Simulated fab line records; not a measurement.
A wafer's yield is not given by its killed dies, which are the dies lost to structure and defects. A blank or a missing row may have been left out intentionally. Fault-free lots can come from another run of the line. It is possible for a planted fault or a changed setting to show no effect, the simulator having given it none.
Which of the tools did it? || flow nandHarc || 18 wafers from 6 lots sampled at 5 of the route's 1159 steps

== WHAT THE GAUGES SHOWED, per wafer ==
NHARC_END_SORT_01.
{"lot": "L716", "measured": "day 22 18:27", "on": "prober-02", "killedAtArray": "34 656 664"}

== WHICH TOOL RAN EACH LOT (tool, then ch and the chambers of the sampled wafers, then the start) ==
{"lot": "L704", "NHARC_A_CONTACT_ETCH_89": "rieDiel-01 ch 0,1,2, day 17 06:52 or earlier", "NHARC_A_CONTACT_ETCH_134": "harCapEtch-03 ch 0,1, day 17 06:52", "NHARC_A_CONTACT_ETCH_110": "rieDiel-12 ch 1,3, day 17 09:07", "NHARC_A_CONTACT_CVD_19": "cvdW-02 ch 0,1, no start"}
{"lot": "L703", "NHARC_A_CONTACT_ETCH_89": "rieDiel-01 ch 0,1,3, day 17 17:00 or earlier", "NHARC_A_CONTACT_ETCH_134": "harCapEtch-02 ch 0,1, day 17 17:00", "NHARC_A_CONTACT_ETCH_110": "rieDiel-12 ch 0,2,3, day 17 18:46", "NHARC_A_CONTACT_CVD_19": "cvdW-02 ch 0,1, no start"}
{"lot": "L707", "NHARC_A_CONTACT_ETCH_89": "rieDiel-01 ch 1,2, day 18 13:21 or earlier", "NHARC_A_CONTACT_ETCH_134": "harCapEtch-01 ch 0,1, day 18 13:21", "NHARC_A_CONTACT_ETCH_110": "rieDiel-01 ch 1,2, day 18 15:16", "NHARC_A_CONTACT_CVD_19": "cvdW-02 ch 0,1, no start"}
{"lot": "L716", "NHARC_A_CONTACT_ETCH_89": "rieDiel-01 ch 1,2,3, day 20 08:56 or earlier", "NHARC_A_CONTACT_ETCH_134": "harCapEtch-01 ch 0,1, day 20 08:56", "NHARC_A_CONTACT_ETCH_110": "rieDiel-01 ch 0,2, day 20 10:55", "NHARC_A_CONTACT_CVD_19": "cvdW-01 ch 0,1, day 22 18:27 or earlier"}
{"lot": "L722", "NHARC_A_CONTACT_ETCH_89": "rieDiel-12 ch 0,1,3, day 22 09:14 or earlier", "NHARC_A_CONTACT_ETCH_134": "harCapEtch-01 ch 1, day 22 09:14", "NHARC_A_CONTACT_ETCH_110": "rieDiel-12 ch 0,3, day 22 10:49", "NHARC_A_CONTACT_CVD_19": "cvdW-01 ch 0,1, no start"}
{"lot": "L724", "NHARC_A_CONTACT_ETCH_89": "rieDiel-01 ch 2,3, day 24 00:59 or earlier", "NHARC_A_CONTACT_ETCH_134": "harCapEtch-01 ch 0,1, day 24 00:59", "NHARC_A_CONTACT_ETCH_110": "rieDiel-01 ch 2,3, day 24 02:40", "NHARC_A_CONTACT_CVD_19": "cvdW-01 ch 0,1, no start"}
- NHARC_A_CONTACT_ETCH_89: etches the open film in N2/H2, target depth 260 nm, time 475.3 s.
- NHARC_A_CONTACT_ETCH_134: etches the open film in C4F8/O2/Ar, time 140 s, target depth 700 nm.
- NHARC_A_CONTACT_ETCH_110: etches the open film in CF4/O2, target depth 50 nm, overetch 5 nm, time 27.5 s.
- NHARC_A_CONTACT_CVD_19: deposits W, target thk 300 nm, time 802 s.

== THE ANSWER, worked out from the rows above alone ==
Rule: the lots themselves supply what counts as usual. The widest of any qualifying gaps counts: lots, ordered by their means at a reading, are off when they make up no more than a third of the lots, leave a main group of 4 or more, and stand apart from it by 3 or more times the standard deviation of that group's means. Not used: any main group whose means are identical at the precision the tables above print for the reading. A lot without any number at a reading at which 4 lots or more have one is off too. The other lots that the step has rows for count as sound.
None of the lots is off at any reading shown; this tells nothing.

== WHAT WAS PUT IN BY THE SIMULATOR ==
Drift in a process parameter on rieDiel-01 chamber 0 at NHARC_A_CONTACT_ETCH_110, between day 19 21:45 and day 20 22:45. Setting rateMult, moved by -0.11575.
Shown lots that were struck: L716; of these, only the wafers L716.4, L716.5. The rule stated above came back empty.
